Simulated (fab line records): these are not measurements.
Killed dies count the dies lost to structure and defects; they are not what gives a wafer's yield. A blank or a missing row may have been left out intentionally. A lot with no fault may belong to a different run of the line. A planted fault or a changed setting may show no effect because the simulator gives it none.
Split-lot experiment :: flow n5Finfet :: route with 1938 steps; 7 lots, 39 wafers read

== SPLIT DETAILS ==
At N5_BEOL_M10_VIA_ETCH_34 (etches SiCOH lowk in C4F6/O2, target depth 184.5 nm, time 69.2 s), the setting timeS was moved away from the recipe's 69.2 s on 15 of the 39 wafers read, by -32.4% to +36.8%. For the rest of the wafers, this setting stayed at what the recipe calls for.

The reading is taken at the split's own step.

== THE READING ==
SOC_of_BEOL_M10_COAT_63.thkNm (the simulator's own value, which no gauge read), in nm, at N5_BEOL_M10_VIA_ETCH_34 (etches SiCOH lowk in C4F6/O2, target depth 184.5 nm, time 69.2 s). The file gives no usual value for it. Across the 24 wafers here that went through the recipe, the average is 92.0 nm and the standard deviation 0.28 nm.

wafer: L084.1
tool, chamber at the split: rieDiel-05, 1
timeS as run, s: 69.2
against the recipe: recipe
SOC_of_BEOL_M10_COAT_63.thkNm, nm: 92.2
against lot-mates on the recipe: -

wafer: L084.2
tool, chamber at the split: rieDiel-05, 0
timeS as run, s: 85.98
against the recipe: +24.2%
SOC_of_BEOL_M10_COAT_63.thkNm, nm: 90.2
against lot-mates on the recipe: -1.7

wafer: L084.3
tool, chamber at the split: rieDiel-05, 3
timeS as run, s: 69.2
against the recipe: recipe
SOC_of_BEOL_M10_COAT_63.thkNm, nm: 91.6
against lot-mates on the recipe: -

wafer: L084.4
tool, chamber at the split: rieDiel-05, 3
timeS as run, s: 85.98
against the recipe: +24.2%
SOC_of_BEOL_M10_COAT_63.thkNm, nm: 89.8
against lot-mates on the recipe: -2.1

wafer: L084.5
tool, chamber at the split: rieDiel-05, 1
timeS as run, s: 69.2
against the recipe: recipe
SOC_of_BEOL_M10_COAT_63.thkNm, nm: 92
against lot-mates on the recipe: -

wafer: L084.6
tool, chamber at the split: rieDiel-05, 0
timeS as run, s: 85.98
against the recipe: +24.2%
SOC_of_BEOL_M10_COAT_63.thkNm, nm: 90.2
against lot-mates on the recipe: -1.7

wafer: L082.1
tool, chamber at the split: rieDiel-05, 0
timeS as run, s: 69.2
against the recipe: recipe
SOC_of_BEOL_M10_COAT_63.thkNm, nm: 91.6
against lot-mates on the recipe: -

wafer: L082.2
tool, chamber at the split: rieDiel-05, 1
timeS as run, s: 69.2
against the recipe: recipe
SOC_of_BEOL_M10_COAT_63.thkNm, nm: 92
against lot-mates on the recipe: -

wafer: L082.3
tool, chamber at the split: rieDiel-05, 3
timeS as run, s: 46.77
against the recipe: -32.4%
SOC_of_BEOL_M10_COAT_63.thkNm, nm: 94
against lot-mates on the recipe: +2.3

wafer: L082.4
tool, chamber at the split: rieDiel-05, 3
timeS as run, s: 46.77
against the recipe: -32.4%
SOC_of_BEOL_M10_COAT_63.thkNm, nm: 94
against lot-mates on the recipe: +2.3

wafer: L082.5
tool, chamber at the split: rieDiel-05, 1
timeS as run, s: 46.77
against the recipe: -32.4%
SOC_of_BEOL_M10_COAT_63.thkNm, nm: 94.4
against lot-mates on the recipe: +2.7

wafer: L082.6
tool, chamber at the split: rieDiel-05, 0
timeS as run, s: 69.2
against the recipe: recipe
SOC_of_BEOL_M10_COAT_63.thkNm, nm: 91.4
against lot-mates on the recipe: -

wafer: L085.1
tool, chamber at the split: rieDiel-01, 2
timeS as run, s: 88.04
against the recipe: +27.2%
SOC_of_BEOL_M10_COAT_63.thkNm, nm: 89.6
against lot-mates on the recipe: -2.3

wafer: L085.2
tool, chamber at the split: rieDiel-01, 1
timeS as run, s: 88.04
against the recipe: +27.2%
SOC_of_BEOL_M10_COAT_63.thkNm, nm: 89.6
against lot-mates on the recipe: -2.3

wafer: L085.3
tool, chamber at the split: rieDiel-01, 0
timeS as run, s: 69.2
against the recipe: recipe
SOC_of_BEOL_M10_COAT_63.thkNm, nm: 91.8
against lot-mates on the recipe: -

wafer: L085.4
tool, chamber at the split: rieDiel-01, 0
timeS as run, s: 88.04
against the recipe: +27.2%
SOC_of_BEOL_M10_COAT_63.thkNm, nm: 89.8
against lot-mates on the recipe: -2.1

wafer: L085.5
tool, chamber at the split: rieDiel-01, 2
timeS as run, s: 69.2
against the recipe: recipe
SOC_of_BEOL_M10_COAT_63.thkNm, nm: 91.8
against lot-mates on the recipe: -

wafer: L085.6
tool, chamber at the split: rieDiel-01, 1
timeS as run, s: 69.2
against the recipe: recipe
SOC_of_BEOL_M10_COAT_63.thkNm, nm: 92
against lot-mates on the recipe: -

wafer: L089.2
tool, chamber at the split: rieDiel-01, 3
timeS as run, s: 69.2
against the recipe: recipe
SOC_of_BEOL_M10_COAT_63.thkNm, nm: 91.8
against lot-mates on the recipe: -

wafer: L089.3
tool, chamber at the split: rieDiel-01, 0
timeS as run, s: 69.2
against the recipe: recipe
SOC_of_BEOL_M10_COAT_63.thkNm, nm: 92
against lot-mates on the recipe: -

wafer: L089.6
tool, chamber at the split: rieDiel-01, 0
timeS as run, s: 69.2
against the recipe: recipe
SOC_of_BEOL_M10_COAT_63.thkNm, nm: 92
against lot-mates on the recipe: -

wafer: L092.1
tool, chamber at the split: rieDiel-03, 3
timeS as run, s: 69.2
against the recipe: recipe
SOC_of_BEOL_M10_COAT_63.thkNm, nm: 92.2
against lot-mates on the recipe: -

wafer: L092.2
tool, chamber at the split: rieDiel-03, 2
timeS as run, s: 94.68
against the recipe: +36.8%
SOC_of_BEOL_M10_COAT_63.thkNm, nm: 89.8
against lot-mates on the recipe: -2.7

wafer: L092.3
tool, chamber at the split: rieDiel-03, 0
timeS as run, s: 69.2
against the recipe: recipe
SOC_of_BEOL_M10_COAT_63.thkNm, nm: 92.6
against lot-mates on the recipe: -

wafer: L092.4
tool, chamber at the split: rieDiel-03, 1
timeS as run, s: 94.68
against the recipe: +36.8%
SOC_of_BEOL_M10_COAT_63.thkNm, nm: 89.6
against lot-mates on the recipe: -2.9

wafer: L092.5
tool, chamber at the split: rieDiel-03, 0
timeS as run, s: 69.2
against the recipe: recipe
SOC_of_BEOL_M10_COAT_63.thkNm, nm: 92.6
against lot-mates on the recipe: -

wafer: L092.6
tool, chamber at the split: rieDiel-03, 3
timeS as run, s: 94.68
against the recipe: +36.8%
SOC_of_BEOL_M10_COAT_63.thkNm, nm: 89.2
against lot-mates on the recipe: -3.3

wafer: L094.1
tool, chamber at the split: rieDiel-03, 1
timeS as run, s: 69.2
against the recipe: recipe
SOC_of_BEOL_M10_COAT_63.thkNm, nm: 92
against lot-mates on the recipe: -

wafer: L094.2
tool, chamber at the split: rieDiel-03, 0
timeS as run, s: 69.2
against the recipe: recipe
SOC_of_BEOL_M10_COAT_63.thkNm, nm: 92
against lot-mates on the recipe: -

wafer: L094.3
tool, chamber at the split: rieDiel-03, 3
timeS as run, s: 69.2
against the recipe: recipe
SOC_of_BEOL_M10_COAT_63.thkNm, nm: 92.2
against lot-mates on the recipe: -

wafer: L094.4
tool, chamber at the split: rieDiel-03, 2
timeS as run, s: 69.2
against the recipe: recipe
SOC_of_BEOL_M10_COAT_63.thkNm, nm: 92
against lot-mates on the recipe: -

wafer: L094.5
tool, chamber at the split: rieDiel-03, 2
timeS as run, s: 69.2
against the recipe: recipe
SOC_of_BEOL_M10_COAT_63.thkNm, nm: 92.2
against lot-mates on the recipe: -

wafer: L094.6
tool, chamber at the split: rieDiel-03, 3
timeS as run, s: 69.2
against the recipe: recipe
SOC_of_BEOL_M10_COAT_63.thkNm, nm: 92.2
against lot-mates on the recipe: -

wafer: L096.1
tool, chamber at the split: rieDiel-03, 3
timeS as run, s: 79.84
against the recipe: +15.4%
SOC_of_BEOL_M10_COAT_63.thkNm, nm: 90.6
against lot-mates on the recipe: -1.3

wafer: L096.2
tool, chamber at the split: rieDiel-03, 1
timeS as run, s: 79.84
against the recipe: +15.4%
SOC_of_BEOL_M10_COAT_63.thkNm, nm: 90.6
against lot-mates on the recipe: -1.3

wafer: L096.3
tool, chamber at the split: rieDiel-03, 0
timeS as run, s: 69.2
against the recipe: recipe
SOC_of_BEOL_M10_COAT_63.thkNm, nm: 91.6
against lot-mates on the recipe: -

wafer: L096.4
tool, chamber at the split: rieDiel-03, 2
timeS as run, s: 79.84
against the recipe: +15.4%
SOC_of_BEOL_M10_COAT_63.thkNm, nm: 90.6
against lot-mates on the recipe: -1.3

wafer: L096.5
tool, chamber at the split: rieDiel-03, 3
timeS as run, s: 69.2
against the recipe: recipe
SOC_of_BEOL_M10_COAT_63.thkNm, nm: 92
against lot-mates on the recipe: -

wafer: L096.6
tool, chamber at the split: rieDiel-03, 0
timeS as run, s: 69.2
against the recipe: recipe
SOC_of_BEOL_M10_COAT_63.thkNm, nm: 92
against lot-mates on the recipe: -

THE FIT
A straight line over all 39 wafers: SOC_of_BEOL_M10_COAT_63.thkNm changes by -0.0722 nm for each +1% of timeS; r = -0.97; the points scatter about the line by 0.29 nm.
The same after taking each lot's own level away (the mean of its wafers on the recipe; 39 wafers): -0.0784 nm for each +1%; r = -0.99; scatter 0.18 nm.
On that fit, the largest move of timeS shifts the reading by 2.9 nm.
Measured against the standard deviation above, the lots' own levels, which go from 91.67 to 92.47 nm, span 2.9 times it.
Hence the lot-to-lot level has little effect on the slope; both slopes agree.
Check: -2.93 nm against its lot-mates is what the line predicts for one of the wafers moved furthest among these (+36.8%) when that wafer is left out of the fit. It came out at -2.67 nm against them.

== THE OTHER SPLITS THESE WAFERS WENT THROUGH ==
Other splits were also applied to these wafers ahead of the reading. Each is held against what the fit with the lots' levels taken away leaves over:
other split on the same wafers: N5_ZERO_LAYER_ETCH_18 targetDepthA
wafers away from the commonest value: 12
r with SOC_of_BEOL_M10_COAT_63.thkNm (lot level and that fit taken away): -0.28

other split on the same wafers: N5_FIN_CUT_CUT_ETCH_15 targetDepthA
wafers away from the commonest value: 15
r with SOC_of_BEOL_M10_COAT_63.thkNm (lot level and that fit taken away): +0.07

other split on the same wafers: N5_ILD0_PRECLEAN_10 timeS
wafers away from the commonest value: 12
r with SOC_of_BEOL_M10_COAT_63.thkNm (lot level and that fit taken away): -0.02

other split on the same wafers: N5_MOL_CONTACT_COAG_CVD_140 targetThkA
wafers away from the commonest value: 15
r with SOC_of_BEOL_M10_COAT_63.thkNm (lot level and that fit taken away): -0.05

other split on the same wafers: N5_BEOL_M7_PECVD_70 timeS
wafers away from the commonest value: 15
r with SOC_of_BEOL_M10_COAT_63.thkNm (lot level and that fit taken away): -0.05

== THE WHOLE CHAIN: every reading that the file lists as answering this split, in the file's order ==
step: N5_BEOL_M10_VIA_ETCH_34
what it does: etches SiCOH lowk in C4F6/O2, target depth 184.5 nm, time 69.2 s
reading: etch.depthNm (the simulator's own value, which no gauge read)
change (the file's fit): +1.86 nm for each +1% of the setting
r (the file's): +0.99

step: N5_BEOL_M10_VIA_ETCH_34
what it does: etches SiCOH lowk in C4F6/O2, target depth 184.5 nm, time 69.2 s
reading: SOC_of_BEOL_M10_COAT_63.thkNm (the simulator's own value, which no gauge read)
change (the file's fit): -0.0787 nm for each +1% of the setting
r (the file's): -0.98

== THE FILE'S OWN FIT ==
SOC_of_BEOL_M10_COAT_63.thkNm changes by -0.0787 nm for each +1% of timeS, r = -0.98.
